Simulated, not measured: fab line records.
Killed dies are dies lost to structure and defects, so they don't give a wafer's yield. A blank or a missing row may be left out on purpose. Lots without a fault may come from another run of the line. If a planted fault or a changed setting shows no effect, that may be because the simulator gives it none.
Problem report, 8D (eight disciplines) form, completed by code + flow n5_finfet + the parts of the form that need people (team, actions taken, sign-off) are left out

1. WHAT WENT WRONG
Mean of killed_at_M4_up at N5_PASSIVATION_PROBE_49: 166 across 2 wafers in 2 lots; on wafers with no fault it is 14 (standard deviation 5). That is +30 standard deviations from the usual mean.
First seen on wafer L202.5, day 16 09:41, on prober-01. At this step, 2 wafers from 2 lots have a number in the record. Rule for "out" (also "out of limits"): further than 4 standard deviations from the usual mean. Any other wafer with a number is counted as sound.

2. WHAT IT IS; WHAT IT IS NOT
| question                    | is                                                                                                   | is not                                                                                    |
|-----------------------------|------------------------------------------------------------------------------------------------------|-------------------------------------------------------------------------------------------|
| which readings at this step | killed_at_M4_up, defect_limited_yield, killed_dies, sort_bin_5_function, sort_n_pass, sort_yield_pct | killed_at_M0_to_M3, killed_at_contacts, killed_at_front_end, killed_at_other, killed_open |
| which lots                  | L202, L206                                                                                           | -                                                                                         |
| which wafers of those lots  | all that have a number                                                                               | -                                                                                         |
| read on which tools         | prober-01, prober-02                                                                                 | -                                                                                         |
| when                        | from day 16 09:41                                                                                    | up to then (0 sound wafers)                                                               |

3. WHAT RULES OUT EACH SUSPECT
Counting: a tool stays on the suspect list if, at a process step up to the reading, it processed all lots that are out and no sound lot following the first of them.
- pvd_sputter-02 at N5_BEOL_M13_SPUTTER_45 (material Cu, target thk 80 nm, time 13.33 s): kept. It ran every lot that is out, first L202 (day 15 01:26), and no sound lot after that.
Left after counting: pvd_sputter-02 at N5_BEOL_M13_SPUTTER_45.

4. THE CAUSE (what the simulator had put in)
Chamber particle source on pvd_sputter-02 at N5_BEOL_M13_SPUTTER_45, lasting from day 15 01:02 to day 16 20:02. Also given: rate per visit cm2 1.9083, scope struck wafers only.
The count eliminated every tool but this one.

5. THE EFFECT CHAIN, in route order
Each row: a reading where the mean over the struck wafers with a number is more than 3 standard deviations away from the usual. Readings are gone through only where the record gives a usual standard deviation; hours: the median, over the lots, of the time from a lot's start at the first step in this table giving one to that lot's start at this step; sigmas: the change measured in usual standard deviations.
| hours | step                    | reading              | usual  | on struck wafers | change | sigmas |
|-------|-------------------------|----------------------|--------|------------------|--------|--------|
| 0     | N5_PASSIVATION_PROBE_49 | defect_limited_yield | 91.2 % | 80.3             | -10.9  | -8.3   |
| 0     | N5_PASSIVATION_PROBE_49 | killed_at_M4_up      | 14     | 166              | +152   | +30    |
| 0     | N5_PASSIVATION_PROBE_49 | killed_dies          | 104    | 232              | +128   | +8.5   |
| 0     | N5_PASSIVATION_PROBE_49 | sort_bin_5_function  | 5.2 %  | 11.2             | +6.0   | +7.0   |
| 0     | N5_PASSIVATION_PROBE_49 | sort_n_pass          | 1076   | 948              | -128   | -8.5   |
| 0     | N5_PASSIVATION_PROBE_49 | sort_yield_pct       | 91.2 % | 80.3             | -10.9  | -8.3   |
Here are the process steps it includes:
- N5_PASSIVATION_PROBE_49

6. WHAT WOULD HAVE CAUGHT IT SOONER
In this record no reading fell out of limits until day 16 09:41, 33 hours after the fault had begun at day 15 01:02.
Of the tool readings at N5_BEOL_M13_SPUTTER_45 for which the record gives a usual standard deviation, none was out on any struck wafer, so an alarm limit of 4 standard deviations on them would not have fired.
The start of N5_BEOL_M13_SPUTTER_45 on pvd_sputter-02 came by day 16 09:41 for every one of the lots that are out (2). Holding the tool at that point would not have protected any of them.
